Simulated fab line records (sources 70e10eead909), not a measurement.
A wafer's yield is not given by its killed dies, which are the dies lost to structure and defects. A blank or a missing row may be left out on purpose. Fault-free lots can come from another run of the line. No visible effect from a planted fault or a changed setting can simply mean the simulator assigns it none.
Matching of chambers || flow nand-harc || 3 sister chambers for NHARC_A_CONTACT_DEP_58 on pecvd-04
The step deposits SiON, target thk 60 nm. 14 wafers are shown with their chamber, then 7 later ones without.

EACH WAFER AND ITS CHAMBER
{"wafer": "L078.3", "chamber": 2, "heater-power-w (W)": 889}
{"wafer": "L078.5", "chamber": 0, "heater-power-w (W)": 729}
{"wafer": "L078.6", "chamber": 1, "heater-power-w (W)": 793}
{"wafer": "L086.3", "chamber": 0, "heater-power-w (W)": 640}
{"wafer": "L086.4", "chamber": 1, "heater-power-w (W)": 776}
{"wafer": "L086.5", "chamber": 2, "heater-power-w (W)": 847}
{"wafer": "L090.1", "chamber": 1, "heater-power-w (W)": 865}
{"wafer": "L090.3", "chamber": 2, "heater-power-w (W)": 879}
{"wafer": "L090.5", "chamber": 2, "heater-power-w (W)": 892}
{"wafer": "L093.1", "chamber": 2, "heater-power-w (W)": 866}
{"wafer": "L093.5", "chamber": 2, "heater-power-w (W)": 836}
{"wafer": "L093.6", "chamber": 0, "heater-power-w (W)": 710}
{"wafer": "L092.1", "chamber": 1, "heater-power-w (W)": 858}
{"wafer": "L092.2", "chamber": 0, "heater-power-w (W)": 654}

SIGNATURES (means of the wafers above)
{"reading": "heater-power-w", "chamber 0": 683.25, "chamber 1": 823.00, "chamber 2": 868.17, "scatter within a chamber": 36}
Rule: distance of a wafer from a chamber = root of the sum over the readings of ((wafer's reading minus chamber's mean) / reading's scatter) squared. If the next closest chamber is less than 2 further off than the closest, the wafer can't be placed; otherwise it belongs to the closest. The scatter: take each reading less its chamber's mean, square it, sum over the shown wafers, divide by the number of wafers less the number of chambers, and take the root.

WAFERS WHOSE CHAMBER IS MISSING
{"wafer": "L092.4", "heater-power-w (W)": 658}
{"wafer": "L092.3", "heater-power-w (W)": 822}
{"wafer": "L092.5", "heater-power-w (W)": 853}
{"wafer": "L092.6", "heater-power-w (W)": 857}
{"wafer": "L095.2", "heater-power-w (W)": 836}
{"wafer": "L095.3", "heater-power-w (W)": 645}
{"wafer": "L095.6", "heater-power-w (W)": 711}

EACH ONE'S CHAMBER
{"wafer": "L092.4", "from the rows above": 0, "in truth": 0}
{"wafer": "L092.3", "from the rows above": "can't be placed: 1 or 2", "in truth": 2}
{"wafer": "L092.5", "from the rows above": "can't be placed: 2 or 1", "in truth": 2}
{"wafer": "L092.6", "from the rows above": "can't be placed: 2 or 1", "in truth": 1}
{"wafer": "L095.2", "from the rows above": "can't be placed: 1 or 2", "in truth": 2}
{"wafer": "L095.3", "from the rows above": 0, "in truth": 0}
{"wafer": "L095.6", "from the rows above": 0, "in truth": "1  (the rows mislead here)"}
Correct placement for 2 of the 7. Cannot be placed on the basis of these rows: 4; the candidates contain the true chamber in 4. Number placed wrongly: 1.
